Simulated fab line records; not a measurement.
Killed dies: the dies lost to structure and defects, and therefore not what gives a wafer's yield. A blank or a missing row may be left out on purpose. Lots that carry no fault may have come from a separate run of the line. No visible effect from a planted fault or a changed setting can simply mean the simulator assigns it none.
2 desks looking at one fault    flow n5-finfet    each desk holds nothing but its own numbers, with what lay behind them at the end

## THE METROLOGY DESK
Lot by lot, what the gauges showed, no matter which tool ran the lot: averages of those sampled wafers that carry a number. Marked OUT: a lot whose mean sits more than 4 standard deviations from the usual mean, which makes it out of limits; the brackets give that distance.
Columns: A = M12_ILD_THK at N5_BEOL_M12_THK_MEAS_01, usual 655 nm; B = cd-nm at N5_BEOL_M12_CD_MEAS_10, usual 139.8 nm
lot   first seen here  A               B
L339  day 11 18:29     659             136.0
L345  day 13 03:56     665             141.7
L347  day 13 08:05     781 (+11) OUT   138.1
L348  day 13 12:14     747 (+8.4) OUT  136.4
L354  day 14 20:46     667             140.3
L352  day 15 02:24     660             141.3
L357  day 15 17:51     648             140.6
L355  day 16 06:55     643             140.0
L360  day 16 11:44     655             141.7
L361  day 17 00:06     648             137.1
Finding of this desk: L347, L348 out of limits, first seen on L347 at day 13 08:05 (M12_ILD_THK at N5_BEOL_M12_THK_MEAS_01). L339, L345, L354, L352, L357, L355, L360, L361 stayed within limits.

## DESK OF THE TOOL OWNER: pecvd-03
The tool's own readings at N5_BEOL_M12_ILD_DEP_00 (deposits SiOC from DEMS/O2, target thk 658.92 nm, time 130.7 s): means of the sampled wafers that have a number, for each lot that ran on this tool. Marked OUT: a lot whose mean sits more than 4 standard deviations from the usual mean, which makes it out of limits; the brackets give that distance.
Columns: A = heater-power-w at N5_BEOL_M12_ILD_DEP_00, usual 472 W; B = run-length-s at N5_BEOL_M12_ILD_DEP_00, usual 175.6 s; C = showerhead-plenum-p-Torr at N5_BEOL_M12_ILD_DEP_00, usual 5.689 Torr; D = throttle-valve-pct at N5_BEOL_M12_ILD_DEP_00, usual 12.2 %
lot   first seen here  A    B                C      D
L347  day 13 07:57     483  200.7 (+47) OUT  5.681  12.7
L348  day 13 12:09     540  194.3 (+35) OUT  5.678  12.8
L355  day 16 06:46     466  175.7            5.682  12.7
L360  day 16 11:36     481  175.8            5.686  12.8
L361  day 16 23:58     462  176.3            5.673  11.4
This desk's verdict: out of limits on L347, L348, starting with L347 at day 13 07:57 (run-length-s at N5_BEOL_M12_ILD_DEP_00). L355, L360, L361 stayed within limits.

## ALL TOGETHER
The tool owner's desk had the chance to raise an alarm at day 13 07:57 on L347, L348.
An alarm was possible from the metrology desk at day 13 08:05, on L347, L348.
N5_BEOL_M12_ILD_DEP_00 was run on pecvd-03 by each of the lots named.

## WHAT HAD BEEN PUT IN BY THE SIMULATOR
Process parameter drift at N5_BEOL_M12_ILD_DEP_00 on pecvd-03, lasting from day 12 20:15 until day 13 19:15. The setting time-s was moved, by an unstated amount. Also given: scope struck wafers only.
Struck lots among those shown: L347, L348.
Counting hours from when the fault started, the first reading out of limits came at 12 for the tool owner's desk and at 12 for the metrology desk.
